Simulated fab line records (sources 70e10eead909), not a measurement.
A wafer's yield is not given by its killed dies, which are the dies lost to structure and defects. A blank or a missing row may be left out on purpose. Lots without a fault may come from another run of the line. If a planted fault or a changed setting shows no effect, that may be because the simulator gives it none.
A struck lot beside a sound one | flow nand-harc | 14 steps out of a route of 1159
Sound: these wafers, L697.1, L697.2, L697.5. Struck: wafer L706.4 (left out: L706.3, L706.6 of the same lot, which were not struck); the cause appears at the end.
At each step with rows: each side's tool, then ch and its chambers, then its first start. Under that, the readings that differ: sound wafers | struck wafers | difference of the means | sigmas: that difference in standard deviations of wafers without a fault.
alike: readings whose means differ by less than 2 such deviations, and words and numbers that are the same on both sides. not compared: withheld readings, readings that some wafer has no value for, bounds like >300 that may hide the same value, and numbers for which the record gives no deviation and whose values overlap.
The two part at a step that has a row with sigmas, a row that says differs or no value, or rows on one side only. When numbers do not overlap yet have no deviation, they are printed without sigmas and do not part them. A reading missing from all wafers of one side parts the sides only when that side holds two or more wafers.

first, 9 steps without rows for these wafers: NHARC_THIN_TSV_PVD_24 (deposits Al, target thk 800 nm); NHARC_THIN_TSV_DEHYDRATE_25 (time 120 s); NHARC_THIN_TSV_HMDS_26 (time 30 s); NHARC_THIN_TSV_COAT_27; NHARC_THIN_TSV_SOFTBAKE_28 (time 95 s); NHARC_THIN_TSV_EBR_29; NHARC_THIN_TSV_EXPOSE_30 (exposes mask PAD); NHARC_THIN_TSV_PEB_31 (peb time 85 s); NHARC_THIN_TSV_DEVELOP_32 (time 70 s).
NHARC_THIN_TSV_CD_MEAS_33 targets a cd of 5000 nm.
  sound on cd-sem-03 ch 0, day 21 09:10; struck on cd-sem-01 ch 0, day 23 10:46
  reading    | sound                | struck | difference | sigmas
  cd-nm (nm) | 4997.8 4998.2 4997.6 | 5001.5 | +3.6       | +3
then, 1 step without rows for these wafers: NHARC_THIN_TSV_HARDBAKE_34 (time 80 s).
NHARC_THIN_TSV_DESCUM_35: chemistry O2, time 3 s.
  sound on rie-diel-07 ch 0,1,3, day 21 09:20; struck on rie-diel-09 ch 3, day 23 10:56
  alike: drypump-motor-current-A, mfc-ar-sccm, oes-product-au, rf-vpp-V, showerhead-plenum-p-Torr, throttle-valve-pct
  not compared: rf-hours-counter-h
NHARC_THIN_TSV_ETCH_59: etches the open film in Cl2/BCl3, target depth 880 nm, time 138.1 s.
  sound on rie-metal-02 ch 0,1, day 21 09:27; struck on rie-metal-02 ch 0, day 23 11:07
  reading                | sound                | struck | difference | sigmas
  run-length-s (s)       | 159.9 159.5 159.4    | 143.9  | -15.7      | -37
  throttle-valve-pct (%) | 22.277 22.255 22.267 | 22.286 | +0.020     | +2
  alike: drypump-motor-current-A, oes-product-au
  not compared: rf-fwd-power-W, rf-hours-counter-h
NHARC_THIN_TSV_ETCH_36: etches the open film in Cl2/BCl3, target depth 65 nm, time 18.571 s.
  sound on rie-metal-02 ch 0,1, day 21 09:43; struck on rie-metal-02 ch 0, day 23 11:19
  alike: drypump-motor-current-A, oes-product-au, run-length-s
  not compared: rf-hours-counter-h

== WHERE THEY PART ==
At NHARC_THIN_TSV_CD_MEAS_33 first; at NHARC_THIN_TSV_ETCH_59 last (within this record only). Later steps at which nothing parts them and some readings are alike: NHARC_THIN_TSV_ETCH_36.

WHY: the cause the simulator had injected
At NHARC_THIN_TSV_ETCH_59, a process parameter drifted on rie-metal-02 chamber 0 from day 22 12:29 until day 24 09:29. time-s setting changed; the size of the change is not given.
